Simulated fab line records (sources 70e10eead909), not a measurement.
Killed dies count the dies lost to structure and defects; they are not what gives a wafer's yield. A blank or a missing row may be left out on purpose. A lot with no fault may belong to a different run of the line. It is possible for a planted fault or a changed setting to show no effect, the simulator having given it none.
fab line records ; flow nand_harc
[record] lots = 6; wafers = 18; last_day = 34
route steps=1302 shown A_SLIT@942 A_SIN_REMOVE@947 A_WL_FILL@952
lots that met no fault: taken from a fault-free run of the same line
start_h: start of the lot's first displayed wafer, in hours after the record's first day ; wait_h: hours from the lot's prior step to this one ; " identical to the entry in the row above ; L1.1+2: one row covering several wafers at once ; - value missing, or start not given ; * or withheld: withheld ; < > ~ a bound
route shown NAME@n: names a module that has steps shown in the file, with the first one's number in the route ; usual: mean/standard deviation of fault-free wafers ; same: alike in all rows ; chamber/n: place in a boat ; sites: each site's reading ; _std_site: how widely they spread, as a standard deviation ; _edge_site: the outer-site mean with the inner-site mean subtracted ; radius_mm: for every site, how far away it sits from the centre of the wafer ; mask NAME#n: copy n ; behind: the last tool/chamber to shape the wafer ; hold: why the lot was held/for how many hours/how that ended ; device: which transistor (n, p or np) failed to switch ; end of line: the same wafers' tests at the end of the route ; a step with no rows: only its recipe ; killed: not the wafer's yield, but the dies lost to structure and defects at the first sort ; map: shows each die of a wafer: x if killed, . if not, _ if none is there
set.NAME: the setting as run; set.NAME@STEP: as run at that earlier step ; model.NAME: the simulator's own value behind a step, which no gauge read
certain route steps with their lots: each step a table, each wafer a row
services: the hour from which a tool's chamber was out of use, counted from the record's first day as start_h (under 0 if before that day), plus the number of hours and why
[[steps]]
[step NHARC_A_SLIT_ETCH_29]
[recipe] target_depth_a = 1000; overetch_a = 100; time_s = 55; ion_energy_ev = 100; cf4_flow_sccm = 80; o2_flow_sccm = 20; ar_flow_sccm = 0; rf_w = 300; bias_w = 100; chemistry = CF4/O2
[usual] bias_w = 100.02/0.29; cf4_flow_sccm = 80.01/0.27; chamber_pressure_mTorr = 29.999/0.029; drypump_motor_current_A = 5.9/0.41; oes_product_au = 1.000/0.01; rf_vpp_V = 197.8/1.5; showerhead_plenum_p_Torr = 1.33/0.058; throttle_valve_pct = 13.399/0.009
lot.wafer;tool;chamber;start_h;wait_h;bias_w;cf4_flow_sccm;chamber_pressure_mTorr;drypump_motor_current_A;oes_product_au;rf_hours_counter_h;rf_vpp_V;showerhead_plenum_p_Torr;throttle_valve_pct
L446.4;rie_diel-08;2;469.29;0.1;99.93;80.29;30.056;5.8;1.002;5.4;197.8;1.28;13.403
L446.3;rie_diel-08;3;469.29;0.1;99.78;79.82;29.997;6.4;1.003;4.4;196.2;1.35;13.409
L446.1;rie_diel-08;0;469.29;0.1;100.64;79.96;29.977;5.7;1.022;3.3;198.4;1.37;13.397
L449.3;rie_diel-01;2;493.81;0.1;99.71;79.90;30.043;6.4;1.014;4.4;198.2;1.41;13.408
L449.4;rie_diel-01;3;493.81;0.1;100.04;79.86;30.030;6.0;1.002;5.2;197.1;1.36;13.396
L449.1;rie_diel-01;1;493.81;0.1;99.58;80.63;29.965;5.4;1.011;4.4;196.0;1.25;13.408
L463.2;rie_diel-10;3;621.17;0.1;100.03;79.92;30.024;5.4;0.987;1.5;200.3;1.43;13.407
L463.3;rie_diel-10;0;621.17;0.1;100.49;79.79;30.009;5.3;0.991;1.1;196.9;1.28;13.399
L463.4;rie_diel-10;1;621.17;0.1;100.58;79.87;29.979;5.3;1.000;1.5;197.7;1.31;13.395
L462.4;rie_diel-01;3;624.68;0.1;99.70;80.12;29.985;6.0;1.002;3.1;197.4;1.36;13.411
L462.1;rie_diel-01;1;624.68;0.1;99.71;79.90;29.973;5.5;1.008;3.0;195.0;1.25;13.396
L462.3;rie_diel-01;2;624.68;0.1;100.25;80.39;29.976;6.4;1.007;3.9;198.5;1.41;13.410
L461.2;rie_diel-08;0;625.07;0.1;99.65;80.33;30.018;5.7;1.005;3.5;198.8;1.37;13.406
L461.1;rie_diel-08;1;625.07;0.1;100.22;80.32;30.023;6.4;0.990;2.7;195.1;1.27;13.396
L461.5;rie_diel-08;3;625.07;0.1;100.42;80.14;29.993;6.5;0.986;-;198.3;1.35;13.384
L468.2;rie_diel-10;3;699.52;0.1;100.37;80.45;29.991;5.4;1.000;3.6;199.8;1.43;13.400
L468.3;rie_diel-10;0;699.52;0.1;100.11;80.22;29.976;5.3;1.000;4.9;196.5;1.28;13.415
L468.4;rie_diel-10;1;699.52;0.1;100.45;80.30;29.985;5.3;1.003;3.7;199.1;1.31;13.389
[step NHARC_A_SLIT_STRIP_18]
[recipe] o2_flow_sccm = 500; ar_flow_sccm = 0; bias_w = 0; chemistry = O2
[usual] chamber_pressure_mTorr = 60.01/0.056; drypump_motor_current_A = 5.9/0.42; oes_product_au = 0.999/0.011; rf_vpp_V = 57.9/1; showerhead_plenum_p_Torr = 3.51/0.15; throttle_valve_pct = 17.037/0.0093
[same] bias_w = 0
lot.wafer;tool;chamber;start_h;wait_h;chamber_pressure_mTorr;drypump_motor_current_A;oes_product_au;rf_hours_counter_h;rf_vpp_V;showerhead_plenum_p_Torr;throttle_valve_pct
L446.4;rie_diel-08;1;-;-;60.03;6.5;0.990;5.3;56.6;3.37;17.042
L446.1;rie_diel-08;2;-;-;60.07;5.8;1.000;5.4;58.5;3.39;17.033
L446.3;rie_diel-08;3;-;-;60.01;6.4;0.988;4.4;58.3;3.57;17.046
L449.1;rie_diel-01;3;-;-;60.07;6.0;0.990;5.2;58.3;3.58;17.023
L449.3;rie_diel-01;0;-;-;60.04;6.2;0.995;5.1;58.2;3.43;17.037
L449.4;rie_diel-01;2;-;-;59.90;6.4;1.016;4.5;57.1;3.71;17.036
L463.2;rie_diel-10;3;-;-;60.04;5.4;0.986;1.5;57.8;3.76;17.047
L463.3;rie_diel-10;0;-;-;60.04;5.2;0.979;1.1;57.2;3.39;17.025
L463.4;rie_diel-10;2;-;-;59.96;5.4;1.007;1.9;56.6;3.73;17.044
L462.3;rie_diel-01;3;-;-;59.99;6.0;0.991;3.2;58.0;3.58;17.033
L462.1;rie_diel-01;1;-;-;59.92;5.4;1.014;3.0;58.1;3.32;17.051
L462.4;rie_diel-01;2;-;-;59.88;6.4;1.010;3.9;58.0;3.71;17.031
L461.1;rie_diel-08;1;-;-;59.97;6.5;0.993;2.7;56.4;3.37;17.031
L461.2;rie_diel-08;3;-;-;60.02;6.5;0.992;4.8;57.3;3.57;17.043
L461.5;rie_diel-08;0;-;-;60.03;5.7;1.009;-;58.7;3.61;17.040
L468.2;rie_diel-10;0;-;-;60.05;5.3;0.986;4.9;56.7;3.38;17.031
L468.4;rie_diel-10;1;-;-;60.12;5.4;0.991;3.7;56.7;3.47;17.031
L468.3;rie_diel-10;3;-;-;59.96;5.4;0.982;3.6;58.7;3.76;17.050
[step NHARC_A_SLIT_PRECLEAN_19]
[recipe] time_s = *; temp_c = 50; bath_age_min = 0; chemistry = SC1
[step NHARC_A_SLIT_SRD_20]
[step NHARC_A_SLIT_CD_MEAS_21]
[usual] cd_nm = 289.6/1
lot.wafer;tool;chamber;start_h;wait_h;cd_nm
L446.1;cd_sem-01;-;469.83;-;290.0
L446.3;cd_sem-01;-;469.83;-;290.0
L446.4;cd_sem-01;-;469.83;-;290.4
L449.1;cd_sem-03;-;494.35;-;289.5
L449.3;cd_sem-03;-;494.35;-;290.3
L449.4;cd_sem-03;-;494.35;-;290.3
L463.2;cd_sem-03;-;621.71;-;289.4
L463.3;cd_sem-03;-;621.71;-;290.7
L463.4;cd_sem-03;-;621.71;-;290.5
L462.1;cd_sem-02;-;625.21;-;289.0
L462.3;cd_sem-02;-;625.21;-;288.3
L462.4;cd_sem-02;-;625.21;-;290.0
L461.1;cd_sem-02;-;625.60;-;287.8
L461.2;cd_sem-02;-;625.60;-;287.7
L461.5;cd_sem-02;-;625.60;-;288.6
L468.2;cd_sem-03;-;700.09;0.1;290.3
L468.3;cd_sem-03;-;700.09;0.1;289.6
L468.4;cd_sem-03;-;700.09;0.1;290.5
[step NHARC_A_SIN_REMOVE_WET_00]
[recipe] temp_c = 160; time_s = 15300; chemistry = H3PO4
[step NHARC_A_SIN_REMOVE_PRECLEAN_01]
[recipe] time_s = *; temp_c = 50; bath_age_min = 0; chemistry = SC1
[step NHARC_A_SIN_REMOVE_SRD_02]
[step NHARC_A_SIN_REMOVE_INSPECT_04]
[usual] raw_defect_count = 400/100
lot.wafer;tool;chamber;start_h;wait_h;raw_defect_count
L446.1;defect_inspect-01;-;476.48;0.0;318
L446.3;defect_inspect-01;-;476.48;0.0;395
L446.4;defect_inspect-01;-;476.48;0.0;371
L449.1;defect_inspect-01;-;501.86;0.0;346
L449.3;defect_inspect-01;-;501.86;0.0;440
L449.4;defect_inspect-01;-;501.86;0.0;299
L463.2;defect_inspect-01;-;628.30;0.0;635
L463.3;defect_inspect-01;-;628.30;0.0;596
L463.4;defect_inspect-01;-;628.30;0.0;563
L462.1;defect_inspect-02;-;631.80;0.0;219
L462.3;defect_inspect-02;-;631.80;0.0;167
L462.4;defect_inspect-02;-;631.80;0.0;184
L461.1;defect_inspect-01;-;631.80;0.0;397
L461.2;defect_inspect-01;-;631.80;0.0;420
L461.5;defect_inspect-01;-;631.80;0.0;440
L468.2;defect_inspect-02;-;706.73;0.0;366
L468.3;defect_inspect-02;-;706.73;0.0;374
L468.4;defect_inspect-02;-;706.73;0.0;347
[step NHARC_A_WL_FILL_ALD_00]
[recipe] target_thk_a = 30; pulse_time_s = 3; ald_cycles = 30; temp_c = 300; material = Al2O3
[usual] heater_power_outer_w = 262/19; heater_power_w = 475/30; precursor_pulse_height_rel = 1.001/0.02
[same] ald_cycles = 30
lot.wafer;tool;chamber;start_h;wait_h;heater_power_outer_w;heater_power_w;precursor_pulse_height_rel
L446.1;ald_hk-03;3;476.62;0.1;234;418;1.036
L446.3;ald_hk-03;0;476.62;0.1;267;478;1.039
L446.4;ald_hk-03;1;476.62;0.1;285;509;0.996
L449.1;ald_hk-03;3;501.93;0.1;234;433;1.015
L449.3;ald_hk-03;1;501.93;0.1;290;511;1.011
L449.4;ald_hk-03;2;501.93;0.1;268;484;1.018
L463.4;ald_hk-03;0;628.36;0.1;256;480;0.995
L463.3;ald_hk-03;1;628.36;0.1;276;492;1.004
L463.2;ald_hk-03;2;628.36;0.1;269;461;0.994
L462.4;ald_hk-03;3;631.86;0.1;229;452;0.993
L462.1;ald_hk-03;0;631.86;0.1;256;494;0.978
L462.3;ald_hk-03;1;631.86;0.1;276;501;0.976
L461.2;ald_hk-02;3;631.89;0.1;282;504;1.016
L461.1;ald_hk-02;0;631.89;0.1;253;463;1.005
L461.5;ald_hk-02;3;631.89;0.1;282;502;1.002
L468.2;ald_hk-02;2;706.79;0.1;270;477;1.014
L468.4;ald_hk-02;3;706.79;0.1;280;516;0.991
L468.3;ald_hk-02;1;706.79;0.1;294;521;1.007
[step NHARC_A_WL_FILL_RTA_01]
[recipe] temp_c = 1000; time_s = 5
[usual] anneal_temp_c_max = 1003.2/0.73; lamp_power_pct = 30.2/0.7; lamp_zone_3_pct = 30.2/0.7; wafer_temp_C_max = 1003.3/0.9
lot.wafer;tool;chamber;start_h;wait_h;anneal_temp_c_max;lamp_power_pct;lamp_zone_3_pct;wafer_temp_C_max
L446.1;rtp_anneal-01;0;476.86;-;1003.9;30.9;30.9;1003.4
L446.3;rtp_anneal-01;0;476.86;-;1003.4;30.9;30.9;1002.7
L446.4;rtp_anneal-01;0;476.86;-;1003.8;31.0;30.9;1004.3
L449.1;rtp_anneal-02;0;502.19;-;1003.8;29.6;29.5;1003.6
L449.3;rtp_anneal-02;0;502.19;-;1001.9;29.5;29.5;1003.7
L449.4;rtp_anneal-02;0;502.19;-;1002.6;29.5;29.5;1003.5
L463.2;rtp_anneal-02;0;628.65;-;1003.0;29.6;29.5;1003.5
L463.3;rtp_anneal-02;0;628.65;-;1003.0;29.5;29.5;1003.6
L463.4;rtp_anneal-02;0;628.65;-;1003.8;29.5;29.6;1002.7
L461.1;rtp_anneal-02;0;632.12;-;1003.0;29.5;29.5;1002.6
L461.2;rtp_anneal-02;0;632.12;-;1003.5;29.6;29.5;1002.4
L461.5;rtp_anneal-02;0;632.12;-;1002.9;29.5;29.5;1004.6
L462.1;rtp_anneal-01;0;632.12;-;1003.9;31.0;31.0;1005.8
L462.3;rtp_anneal-01;0;632.12;-;1002.0;31.0;30.9;1003.0
L462.4;rtp_anneal-01;0;632.12;-;1001.9;31.0;31.0;1003.4
L468.2;rtp_anneal-02;0;707.08;-;1003.2;29.5;29.5;1000.8
L468.3;rtp_anneal-02;0;707.08;-;1003.1;29.6;29.5;1002.9
L468.4;rtp_anneal-02;0;707.08;-;1002.5;29.6;29.5;1001.8
[step NHARC_A_WL_FILL_ALD_02]
[recipe] target_thk_a = 20; pulse_time_s = 3; ald_cycles = 100; temp_c = 450; material = TiN
[usual] ald_cycles = 100/0; heater_power_outer_w = 707/96; heater_power_w = 1096/110; precursor_pulse_height_rel = 0.999/0.021
lot.wafer;tool;chamber;start_h;wait_h;ald_cycles;heater_power_outer_w;heater_power_w;precursor_pulse_height_rel
L446.4;ald_metal-01;3;477.07;0.1;100;924;1260;1.045
L446.3;ald_metal-01;0;477.07;0.1;100;675;1086;0.989
L446.1;ald_metal-01;1;477.07;0.1;100;761;1185;0.999
L449.4;ald_metal-03;1;502.41;0.1;100;791;1179;0.986
L449.1;ald_metal-03;3;502.41;0.1;100;689;1099;1.025
L449.3;ald_metal-03;0;502.41;0.1;100;697;1063;0.996
L463.2;ald_metal-02;0;628.84;0.2;-;-;-;-
L463.4;ald_metal-02;2;628.84;0.2;-;-;-;-
L463.3;ald_metal-02;3;628.84;0.2;-;-;-;-
L461.1;ald_metal-01;1;632.34;0.2;-;-;-;-
L461.2;ald_metal-01;0;632.34;0.2;-;-;-;-
L461.5;ald_metal-01;2;632.34;0.2;-;-;-;-
L462.4;ald_metal-03;1;632.38;0.1;100;780;1166;0.999
L462.3;ald_metal-03;2;632.38;0.1;100;700;1103;1.020
L462.1;ald_metal-03;3;632.38;0.1;100;645;995;0.990
L468.4;ald_metal-03;1;707.31;0.1;100;749;1174;0.996
L468.2;ald_metal-03;2;707.31;0.1;100;714;1053;0.967
L468.3;ald_metal-03;3;707.31;0.1;100;651;957;0.995
[[services]]
tool;chamber;start_h;hours;kind
ald_metal-03;3;451.15;2.0;repair
rie_diel-10;0;463.79;4.1;repair
rie_diel-01;-;477.96;2.3;repair
ald_metal-03;-;493.92;1.0;repair
ald_metal-03;3;514.36;7.1;repair
rie_diel-10;3;521.00;3.3;repair
rie_diel-01;2;535.14;4.2;repair
rie_diel-10;1;540.00;4.2;repair
rie_diel-08;-;544.80;9.0;pm
rie_diel-01;-;558.01;9.0;pm
rie_diel-08;2;577.37;2.5;repair
rie_diel-08;1;583.52;12.2;repair
rie_diel-10;-;596.97;9.0;pm
rie_diel-08;2;597.68;3.9;repair
rie_diel-08;0;601.65;9.0;repair
rie_diel-08;1;654.13;9.9;repair
rie_diel-01;3;655.49;14.6;repair
rie_diel-08;0;657.43;8.7;repair
rie_diel-10;1;665.18;12.1;repair
rie_diel-10;3;668.56;16.0;repair
rie_diel-08;1;671.79;17.4;repair
rie_diel-10;-;687.81;0.8;repair
rie_diel-01;1;693.37;5.1;repair
rie_diel-01;3;706.32;5.1;repair
[[key]]
[first_sign] step = NHARC_A_WL_FILL_ALD_02; reading = tool_record; direction = missing
effect none on later readings
met_at NHARC_A_WL_FILL_ALD_02
struck_wafers L461.1,L461.2,L461.5,L463.2,L463.3,L463.4
later_rows_left_out L461.1,L461.2,L461.5,L463.2,L463.3,L463.4
sort_left_out L461.1,L461.2,L461.5,L463.2,L463.3,L463.4
tester_left_out L461,L463
onset_between 477.07 628.84
[fault] kind = skipped_step_whole; tool = ald_metal-01,ald_metal-02; chamber = -; onset_h = 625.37; steps = NHARC_A_WL_FILL_ALD_02; scope = struck_lots_only
// tester_left_out: of these lots the tester's yield and bins aren't shown, on N5 and GAA mostly nor the transistor test; their killed dies are dies lost to structure and defects alone, not to doping, threshold or leakage, so they don't give the yield
// sort_left_out: the simulated sort isn't trusted on such a fault, so these wafers' sort isn't shown, and their yield isn't known
// later_rows_left_out: the simulator's readings of these wafers behind a module that went badly wrong aren't trusted and aren't shown, but for the sort
